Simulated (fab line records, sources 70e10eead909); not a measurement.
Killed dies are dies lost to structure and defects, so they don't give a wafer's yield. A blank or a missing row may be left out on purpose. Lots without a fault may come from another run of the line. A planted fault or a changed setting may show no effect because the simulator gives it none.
fab line records | flow nand_harc
record lots=7 wafers=21 last_day=24
route steps=1159 shown A_SOURCE_PLATE@416 A_ONON_D1@424 END@1159
lots that met no fault: from a run of the same line without faults
start_h: hours from the record's first day to the start of the lot's first wafer shown | wait_h: hours since the lot's step before | " the same as in the row above | L1.1+2: a row that stands for several wafers | - no value, or no start given | * or withheld: withheld | < > ~ a bound
route shown NAME@n: a module of which the file shows steps, and the number in the route of the first | usual: mean/standard deviation of fault-free wafers | same: alike in all rows | chamber/n: place in a boat | sites: the reading at each site | _std_site: their standard deviation | _edge_site: outer sites' mean less inner sites' | radius_mm: how far each site lies from the wafer's centre | mask NAME#n: copy n | behind: the tool/chamber that last shaped the wafer | hold: why the lot was held/for how many hours/how that ended | device: the transistor (n, p or np) that didn't switch | end of line: the same wafers' tests at the end of the route | a step without rows: its recipe alone | killed: dies lost to structure and defects at the first sort, not the wafer's yield | map: a wafer's dies, x killed, . not, _ none there
set.NAME: the setting as run; set.NAME@STEP: as run at that earlier step | model.NAME: the simulator's own value behind a step, which no gauge read
lots at some steps of the route; a table a step, a row a wafer
services: from which hour (start_h, from the record's first day; less than 0 if before it) a tool's chamber was out of use, for how many hours, and why
## steps
# step NHARC_A_SOURCE_PLATE_THK_MEAS_09
# recipe thk_meas_gauge=ellipsometry
# usual thk_nm=9.8/1
# columns lot.wafer tool chamber start_h wait_h thk_nm
L928.1 film_metro-02 - 145.28 0.4 9.0
L928.2 " - " " 10.1
L928.6 " - " " 9.9
L933.2 film_metro-02 - 179.60 0.4 8.6
L933.3 " - " " 8.3
L933.6 " - " " 7.7
L939.2 film_metro-01 - 220.50 0.4 11.0
L939.4 " - " " 8.8
L939.6 " - " " 8.1
L938.1 film_metro-02 - 224.25 0.4 9.8
L938.2 " - " " 10.1
L938.6 " - " " 10.5
L942.1 film_metro-02 - 230.00 0.4 10.2
L942.2 " - " " 10.3
L942.3 " - " " 11.0
L945.1 film_metro-01 - 246.87 0.4 11.0
L945.4 " - " " 8.8
L945.5 " - " " 9.2
L948.2 film_metro-01 - 270.77 0.4 11.3
L948.3 " - " " 8.4
L948.5 " - " " 10.0
# step NHARC_A_SOURCE_PLATE_PVD_04
# recipe target_thk_a=500 material=WSi2
# step NHARC_A_SOURCE_PLATE_CVD_03
# recipe target_thk_a=2000 temp_c=620 pressure_mtorr=200 time_s=4000 material=poly-Si
# step NHARC_A_SOURCE_PLATE_ANNEAL_05
# recipe temp_c=850 time_s=1800
# step NHARC_A_SOURCE_PLATE_THK_MEAS_06
# recipe thk_meas_gauge=ellipsometry
# usual thk_nm=199.4/1.8
# columns lot.wafer tool chamber start_h wait_h thk_nm
L928.1 film_metro-02 - 158.19 0.4 200.1
L928.2 " - " " 198.3
L928.6 " - " " 200.1
L933.2 film_metro-01 - 193.22 0.4 199.8
L933.3 " - " " 198.2
L933.6 " - " " 199.7
L939.2 film_metro-01 - 233.54 0.4 203.5
L939.4 " - " " 202.4
L939.6 " - " " 201.6
L938.1 film_metro-02 - 239.72 0.4 197.2
L938.2 " - " " 201.7
L938.6 " - " " 199.3
L942.1 film_metro-01 - 243.32 0.4 201.3
L942.2 " - " " 199.3
L942.3 " - " " 200.6
L945.1 film_metro-02 - 259.97 0.4 201.8
L945.4 " - " " 200.7
L945.5 " - " " 198.8
L948.2 film_metro-01 - 283.86 0.4 200.5
L948.3 " - " " 199.7
L948.5 " - " " 200.3
# step NHARC_A_SOURCE_PLATE_INSPECT_08
# usual raw_defect_count=56/24
# columns lot.wafer tool chamber start_h wait_h raw_defect_count
L928.1 defect_inspect-02 - 158.25 0.0 83
L928.2 " - " " 89
L928.6 " - " " 66
L933.2 defect_inspect-02 - 193.28 0.0 31
L933.3 " - " " 23
L933.6 " - " " 23
L939.2 defect_inspect-01 - 233.60 0.0 45
L939.4 " - " " 71
L939.6 " - " " 55
L938.1 defect_inspect-02 - 239.81 0.0 66
L938.2 " - " " 87
L938.6 " - " " 77
L942.1 defect_inspect-02 - 243.38 0.0 48
L942.2 " - " " 39
L942.3 " - " " 58
L945.1 defect_inspect-01 - 260.03 0.0 49
L945.4 " - " " 52
L945.5 " - " " 47
L948.2 defect_inspect-01 - 283.94 0.0 82
L948.3 " - " " 100
L948.5 " - " " 117
# step NHARC_A_ONON_D1_DEP_00
# recipe target_thk_a=10000 n2_flow_sccm=2750 n2o_flow_sccm=2000 nh3_flow_sccm=500 sih4_flow_sccm=210 temp_c=400
# step NHARC_A_ONON_D1_THK_MEAS_02
# recipe thk_meas_gauge=ellipsometry
# usual thk_nm=1000/7.2
# columns lot.wafer tool chamber start_h wait_h thk_nm
L928.1 film_metro-01 - 158.83 - 996
L928.2 " - " " 998
L928.6 " - " " 995
L933.2 film_metro-02 - 193.86 - 1015
L933.3 " - " " 1016
L933.6 " - " " 1016
L939.2 film_metro-02 - 234.18 - 999
L939.4 " - " " 999
L939.6 " - " " 999
L938.1 film_metro-02 - 240.38 - 1002
L938.2 " - " " 1002
L938.6 " - " " 1001
L942.1 film_metro-01 - 243.95 - 1009
L942.2 " - " " 1008
L942.3 " - " " 1008
L945.1 film_metro-01 - 260.61 - 1000
L945.4 " - " " 1000
L945.5 " - " " 999
L948.2 film_metro-02 - 284.52 - 1005
L948.3 " - " " 1004
L948.5 " - " " 1004
# step NHARC_A_ONON_D1_DEP_03
# recipe target_thk_a=10000 n2_flow_sccm=2750 n2o_flow_sccm=2000 nh3_flow_sccm=500 sih4_flow_sccm=210 temp_c=400
# step NHARC_A_ONON_D1_THK_MEAS_05
# recipe thk_meas_gauge=ellipsometry
# usual thk_nm=1001/6.2
# columns lot.wafer tool chamber start_h wait_h thk_nm
L928.1 film_metro-01 - 159.39 - 1006
L928.2 " - " " 1004
L928.6 " - " " 1006
L933.2 film_metro-02 - 194.43 - 996
L933.3 " - " " 999
L933.6 " - " " 998
L939.2 film_metro-02 - 234.75 - 1002
L939.4 " - " " 1003
L939.6 " - " " 1004
L938.1 film_metro-02 - 240.94 - 1005
L938.2 " - " " 1003
L938.6 " - " " 1004
L942.1 film_metro-02 - 244.51 - 1003
L942.2 " - " " 1005
L942.3 " - " " 1007
L945.1 film_metro-02 - 261.17 - 994
L945.4 " - " " 993
L945.5 " - " " 995
L948.2 film_metro-02 - 285.08 - 989
L948.3 " - " " 989
L948.5 " - " " 990
# step NHARC_A_ONON_D1_DEP_06
# recipe target_thk_a=10000 n2_flow_sccm=2750 n2o_flow_sccm=2000 nh3_flow_sccm=500 sih4_flow_sccm=210 temp_c=400
# usual nh3_flow_sccm=499.7/1.3 sih4_flow_sccm=210.0/0.66
# columns lot.wafer tool chamber start_h wait_h nh3_flow_sccm sih4_flow_sccm
L928.1 pecvd_onon-01 0 159.45 0.1 500.6 210.7
L928.2 " 0 " " 500.5 209.2
L928.6 " 0 " " 498.2 209.4
L933.2 pecvd_onon-03 0 194.55 0.1 496.6 208.7
L933.3 " 0 " " 498.0 210.3
L933.6 " 0 " " 500.0 209.2
L939.2 pecvd_onon-03 0 234.86 0.1 501.5 210.2
L939.4 " 0 " " 501.9 209.9
L939.6 " 0 " " 499.6 210.5
L938.1 pecvd_onon-03 0 241.00 0.1 497.9 209.7
L938.2 " 0 " " 498.0 209.0
L938.6 " 0 " " 499.4 209.4
L942.1 pecvd_onon-03 0 244.71 0.2 501.1 209.6
L942.2 " 0 " " 499.8 209.7
L942.3 " 0 " " 499.0 209.8
L945.1 pecvd_onon-04 0 261.23 0.1 501.4 210.7
L945.4 " 0 " " 501.7 210.4
L945.5 " 0 " " 501.5 210.5
L948.2 pecvd_onon-04 0 285.20 0.1 499.5 210.0
L948.3 " 0 " " 502.1 210.7
L948.5 " 0 " " 499.2 210.3
# step NHARC_A_ONON_D1_THK_MEAS_08
# recipe thk_meas_gauge=ellipsometry
# usual thk_nm=1000/12
# columns lot.wafer tool chamber start_h wait_h thk_nm
L928.1 film_metro-01 - 159.96 - 980
L928.2 " - " " 980
L928.6 " - " " 981
L933.2 film_metro-02 - 195.00 - 995
L933.3 " - " " 994
L933.6 " - " " 993
L939.2 film_metro-01 - 235.31 - 653
L939.4 " - " " 656
L939.6 " - " " 654
L938.1 film_metro-01 - 241.52 - 638
L938.2 " - " " 637
L938.6 " - " " 639
L942.1 film_metro-01 - 245.22 - 652
L942.2 " - " " 653
L942.3 " - " " 654
L945.1 film_metro-01 - 261.74 - 995
L945.4 " - " " 995
L945.5 " - " " 997
L948.2 film_metro-02 - 285.65 - 1013
L948.3 " - " " 1009
L948.5 " - " " 1009
# step NHARC_A_ONON_D1_DEP_09
# recipe target_thk_a=10000 n2_flow_sccm=2750 n2o_flow_sccm=2000 nh3_flow_sccm=500 sih4_flow_sccm=210 temp_c=400
# step NHARC_END_SORT_01
# recipe temp_c=25
# usual killed_at_array=27/11 killed_at_other=0.6/0.89 killed_at_periphery=3.0/2.4 killed_dies=31/12 killed_open=3.2/1.6 killed_short=2.0/1.5
# same gross_dies=677
# columns lot.wafer tool chamber start_h wait_h killed_at_array killed_at_other killed_at_periphery killed_dies killed_open killed_short
L942.1 prober-02 0 516.91 2.5 675 0 2 677 3 2
L942.2 prober-02 0 517.72 2.8 676 0 1 677 2 3
L942.3 prober-02 0 518.53 3.1 674 1 2 677 2 3
L938.1 prober-02 0 524.76 2.5 675 0 2 677 8 1
L938.2 prober-02 0 525.56 2.8 673 2 2 677 3 3
L938.6 prober-02 0 528.73 4.0 673 0 4 677 3 0
L939.2 prober-01 0 525.41 2.8 673 0 4 677 2 1
L939.4 prober-01 0 527.03 3.4 677 0 0 677 4 4
L939.6 prober-01 0 528.64 4.0 676 1 0 677 2 1
# killed by level:class
L942.1 A_ONON_D1:area_dep=645 A_CHANNEL_HOLE_D1:chamber_film_flake=15 A_CONTACT:chamber_film_flake=6 A_BLC:geometric_particle:open=2 A_STAIRCASE:chamber_film_flake=2 A_WL_FILL:chamber_film_flake=2 P_GATE:geometric_particle:short=1 A_CHANNEL_FILL_D1:geometric_particle:short=1
L942.2 A_ONON_D1:area_dep=648 A_CHANNEL_HOLE_D1:chamber_film_flake=20 A_STAIRCASE:chamber_film_flake=3 A_WL_FILL:geometric_particle:short=2 P_M2:geometric_particle:open=1 A_ONON_D1:geometric_particle:short=1 A_CONTACT:geometric_particle:open=1 A_WL_FILL:chamber_film_flake=1
L942.3 A_ONON_D1:area_dep=649 A_CHANNEL_HOLE_D1:chamber_film_flake=11 A_CONTACT:chamber_film_flake=4 A_STAIRCASE:chamber_film_flake=3 A_M0:chamber_film_flake=3 A_WL_FILL:geometric_particle:short=2 P_CONTACT:geometric_particle:open=1 P_CONTACT:geometric_particle:short=1
L938.1 A_ONON_D1:area_dep=660 A_CHANNEL_HOLE_D1:chamber_film_flake=4 A_CHANNEL_FILL_D1:geometric_particle:open=2 A_CONTACT:geometric_particle:open=2 A_CONTACT:chamber_film_flake=2 P_M0:geometric_particle:short=1 A_CHANNEL_HOLE_D1:geometric_particle:open=1 A_WL_FILL:geometric_particle:open=1
L939.2 A_ONON_D1:area_dep=651 A_CHANNEL_HOLE_D1:chamber_film_flake=12 A_CONTACT:chamber_film_flake=7 P_ZERO_WELL:chamber_film_flake=2 A_SOURCE_PLATE:geometric_particle:open=1 A_ONON_D1:geometric_particle:short=1 A_CONTACT:geometric_particle:open=1 P_GATE:chamber_film_flake=1
L938.2 A_ONON_D1:area_dep=664 A_CHANNEL_HOLE_D1:chamber_film_flake=3 P_STI:chamber_film_flake=2 STARTING-WAFER:geometric_particle:short=2 A_CHANNEL_HOLE_D1:geometric_particle:open=1 A_CHANNEL_FILL_D1:geometric_particle:open=1 A_CHANNEL_FILL_D1:geometric_particle:short=1 A_M1:geometric_particle:open=1
L939.4 A_ONON_D1:area_dep=642 A_CHANNEL_HOLE_D1:chamber_film_flake=12 A_CONTACT:chamber_film_flake=11 A_SOURCE_PLATE:geometric_particle:open=2 A_CHANNEL_FILL_D1:geometric_particle:short=2 A_WL_FILL:chamber_film_flake=2 A_SGD_CUT:geometric_particle:short=1 A_SLIT:geometric_particle:open=1
L939.6 A_ONON_D1:area_dep=653 A_CHANNEL_HOLE_D1:chamber_film_flake=14 A_CONTACT:chamber_film_flake=6 A_CONTACT:geometric_particle:open=1 A_M1:geometric_particle:open=1 STARTING-WAFER:geometric_particle:short=1 A_STAIRCASE:chamber_film_flake=1
L938.6 A_ONON_D1:area_dep=659 A_CHANNEL_HOLE_D1:chamber_film_flake=6 A_STAIRCASE:chamber_film_flake=3 P_M0:geometric_particle:open=2 P_STI:chamber_film_flake=2 A_CONTACT:chamber_film_flake=2 A_M0:geometric_particle:open=1 A_SLIT:chamber_film_flake=1
# map L938.1 (x killed, . not)
____________x____________
_________xxxxxxx_________
_______xxxxxxxxxxx_______
______xxxxxxxxxxxxx______
_____xxxxxxxxxxxxxxx_____
____xxxxxxxxxxxxxxxxx____
____xxxxxxxxxxxxxxxxx____
___xxxxxxxxxxxxxxxxxxx___
___xxxxxxxxxxxxxxxxxxx___
__xxxxxxxxxxxxxxxxxxxxx__
__xxxxxxxxxxxxxxxxxxxxx__
_xxxxxxxxxxxxxxxxxxxxxxx_
_xxxxxxxxxxxxxxxxxxxxxxx_
_xxxxxxxxxxxxxxxxxxxxxxx_
_xxxxxxxxxxxxxxxxxxxxxxx_
_xxxxxxxxxxxxxxxxxxxxxxx_
xxxxxxxxxxxxxxxxxxxxxxxxx
xxxxxxxxxxxxxxxxxxxxxxxxx
xxxxxxxxxxxxxxxxxxxxxxxxx
xxxxxxxxxxxxxxxxxxxxxxxxx
xxxxxxxxxxxxxxxxxxxxxxxxx
_xxxxxxxxxxxxxxxxxxxxxxx_
_xxxxxxxxxxxxxxxxxxxxxxx_
_xxxxxxxxxxxxxxxxxxxxxxx_
_xxxxxxxxxxxxxxxxxxxxxxx_
_xxxxxxxxxxxxxxxxxxxxxxx_
__xxxxxxxxxxxxxxxxxxxxx__
__xxxxxxxxxxxxxxxxxxxxx__
___xxxxxxxxxxxxxxxxxxx___
___xxxxxxxxxxxxxxxxxxx___
____xxxxxxxxxxxxxxxxx____
____xxxxxxxxxxxxxxxxx____
_____xxxxxxxxxxxxxxx_____
______xxxxxxxxxxxxx______
_______xxxxxxxxxxx_______
_________xxxxxxx_________
____________x____________
# map L939.2 (x killed, . not)
____________x____________
_________xxxxxxx_________
_______xxxxxxxxxxx_______
______xxxxxxxxxxxxx______
_____xxxxxxxxxxxxxxx_____
____xxxxxxxxxxxxxxxxx____
____xxxxxxxxxxxxxxxxx____
___xxxxxxxxxxxxxxxxxxx___
___xxxxxxxxxxxxxxxxxxx___
__xxxxxxxxxxxxxxxxxxxxx__
__xxxxxxxxxxxxxxxxxxxxx__
_xxxxxxxxxxxxxxxxxxxxxxx_
_xxxxxxxxxxxxxxxxxxxxxxx_
_xxxxxxxxxxxxxxxxxxxxxxx_
_xxxxxxxxxxxxxxxxxxxxxxx_
_xxxxxxxxxxxxxxxxxxxxxxx_
xxxxxxxxxxxxxxxxxxxxxxxxx
xxxxxxxxxxxxxxxxxxxxxxxxx
xxxxxxxxxxxxxxxxxxxxxxxxx
xxxxxxxxxxxxxxxxxxxxxxxxx
xxxxxxxxxxxxxxxxxxxxxxxxx
_xxxxxxxxxxxxxxxxxxxxxxx_
_xxxxxxxxxxxxxxxxxxxxxxx_
_xxxxxxxxxxxxxxxxxxxxxxx_
_xxxxxxxxxxxxxxxxxxxxxxx_
_xxxxxxxxxxxxxxxxxxxxxxx_
__xxxxxxxxxxxxxxxxxxxxx__
__xxxxxxxxxxxxxxxxxxxxx__
___xxxxxxxxxxxxxxxxxxx___
___xxxxxxxxxxxxxxxxxxx___
____xxxxxxxxxxxxxxxxx____
____xxxxxxxxxxxxxxxxx____
_____xxxxxxxxxxxxxxx_____
______xxxxxxxxxxxxx______
_______xxxxxxxxxxx_______
_________xxxxxxx_________
____________x____________
## services
# columns tool chamber start_h hours kind
pecvd_onon-03 - 153.00 13.0 pm
pecvd_onon-01 - 195.46 13.0 pm
pecvd_onon-04 - 237.09 13.0 pm
## key
first_sign step=NHARC_A_ONON_D1_THK_MEAS_08 reading=thk_nm direction=down sigmas=30 usual=1000 struck=648
effect step=NHARC_END_SORT_01 reading=killed_at_array direction=up sigmas=59 usual=27 struck=675
more_kills_born_at NHARC_A_ONON_D1_DEP_06@pecvd_onon-03=5871
met_at NHARC_A_ONON_D1_DEP_06
struck_wafers L938.1,L938.2,L938.6,L939.2,L939.4,L939.6,L942.1,L942.2,L942.3
later_rows_left_out L938.1,L938.2,L938.6,L939.2,L939.4,L939.6,L942.1,L942.2,L942.3
tester_left_out L938,L939,L942
onset_between 194.55 234.86
fault kind=process_parameter_drift tool=pecvd_onon-03 chamber=0 onset_h=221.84 steps=NHARC_A_ONON_D1_DEP_06 channel=target_thk_a offset=* shape=step end_h=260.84 acts_in=* stated=*
# tester_left_out: of these lots the tester's yield and bins aren't shown, on N5 and GAA mostly nor the transistor test; their killed dies are dies lost to structure and defects alone, not to doping, threshold or leakage, so they don't give the yield
# later_rows_left_out: the simulator's readings of these wafers behind a module that went badly wrong aren't trusted and aren't shown, but for the sort
